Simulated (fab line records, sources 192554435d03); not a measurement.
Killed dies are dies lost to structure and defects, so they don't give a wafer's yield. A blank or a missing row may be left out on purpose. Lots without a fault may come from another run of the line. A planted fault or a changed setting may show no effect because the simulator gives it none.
Chamber matching | flow n5_finfet | N5_BEOL_M2_ETCHBACK_99 on rie_diel-03: 4 sister chambers
The step etches SiO2 in CHF3, target depth 5 nm, time 10.4 s. 22 wafers are shown with their chamber, then 11 later ones without.

WAFERS WITH THEIR CHAMBER
wafer  | chamber | drypump_motor_current_A (A) | showerhead_plenum_p_Torr (Torr) | throttle_valve_pct (%)
L076.1 | 3       | 5.8                         | 2.20                            | 16.96
L076.4 | 2       | 5.8                         | 2.06                            | 17.30
L076.6 | 3       | 5.8                         | 2.20                            | 16.95
L080.2 | 1       | 4.8                         | 2.10                            | 16.78
L080.3 | 2       | 5.8                         | 2.05                            | 17.30
L080.4 | 3       | 5.8                         | 2.19                            | 16.96
L082.1 | 2       | 5.8                         | 2.05                            | 17.32
L082.3 | 1       | 4.8                         | 2.10                            | 16.80
L082.6 | 3       | 5.8                         | 2.19                            | 16.97
L083.1 | 2       | 5.8                         | 2.05                            | 17.33
L083.2 | 1       | 4.9                         | 2.09                            | 16.81
L083.3 | 3       | 5.8                         | 2.19                            | 16.96
L084.2 | 2       | 5.7                         | 2.05                            | 17.34
L084.5 | 1       | 4.9                         | 2.09                            | 16.80
L084.6 | 2       | 5.8                         | 2.05                            | 17.32
L085.1 | 1       | 4.9                         | 2.09                            | 16.79
L085.4 | 2       | 5.8                         | 2.05                            | 17.33
L085.5 | 0       | 6.3                         | 2.21                            | 17.27
L088.1 | 3       | 5.8                         | 2.19                            | 17.01
L088.2 | 0       | 6.3                         | 2.21                            | 17.30
L088.4 | 3       | 5.8                         | 2.19                            | 17.01
L090.2 | 1       | 4.8                         | 2.09                            | 16.83

SIGNATURES (means of the wafers above)
reading                  | chamber 0 | chamber 1 | chamber 2 | chamber 3 | scatter within a chamber
drypump_motor_current_A  | 6.300     | 4.850     | 5.786     | 5.800     | 0.0362
showerhead_plenum_p_Torr | 2.2100    | 2.0933    | 2.0514    | 2.1929    | 0.00448
throttle_valve_pct       | 17.2850   | 16.8017   | 17.3200   | 16.9743   | 0.0199
Rule: a wafer's distance from a chamber is the root of the sum, over the readings, of the square of ((its reading less the chamber's mean) divided by the reading's scatter). The wafer belongs to the nearest chamber; if the next one is less than 2 further off, it can't be placed. The scatter: the root of (the sum of the squares of (reading less its chamber's mean) over the shown wafers, divided by (wafers less chambers)).

WAFERS WITHOUT THEIR CHAMBER
wafer  | drypump_motor_current_A (A) | showerhead_plenum_p_Torr (Torr) | throttle_valve_pct (%)
L090.3 | 6.3                         | 2.21                            | 17.29
L090.4 | 5.8                         | 2.05                            | 17.34
L091.3 | 5.8                         | 2.19                            | 17.00
L091.4 | 5.8                         | 2.05                            | 17.34
L091.6 | 6.3                         | 2.20                            | 17.33
L096.1 | 6.3                         | 2.20                            | 17.32
L096.2 | 5.8                         | 2.04                            | 17.36
L096.6 | 6.3                         | 2.20                            | 17.31
L097.1 | 4.8                         | 2.09                            | 16.84
L097.3 | 5.8                         | 2.18                            | 17.01
L097.5 | 5.8                         | 2.18                            | 17.02

WHICH CHAMBER EACH WENT THROUGH
wafer  | from the rows above | in truth
L090.3 | 0                   | 0
L090.4 | 2                   | 2
L091.3 | 3                   | 3
L091.4 | 2                   | 2
L091.6 | 0                   | 0
L096.1 | 0                   | 0
L096.2 | 2                   | 2
L096.6 | 0                   | 0
L097.1 | 1                   | 1
L097.3 | 3                   | 3
L097.5 | 3                   | 3
Placed correctly: 11 of 11. Can't be placed from these rows: 0. Placed wrongly: 0.
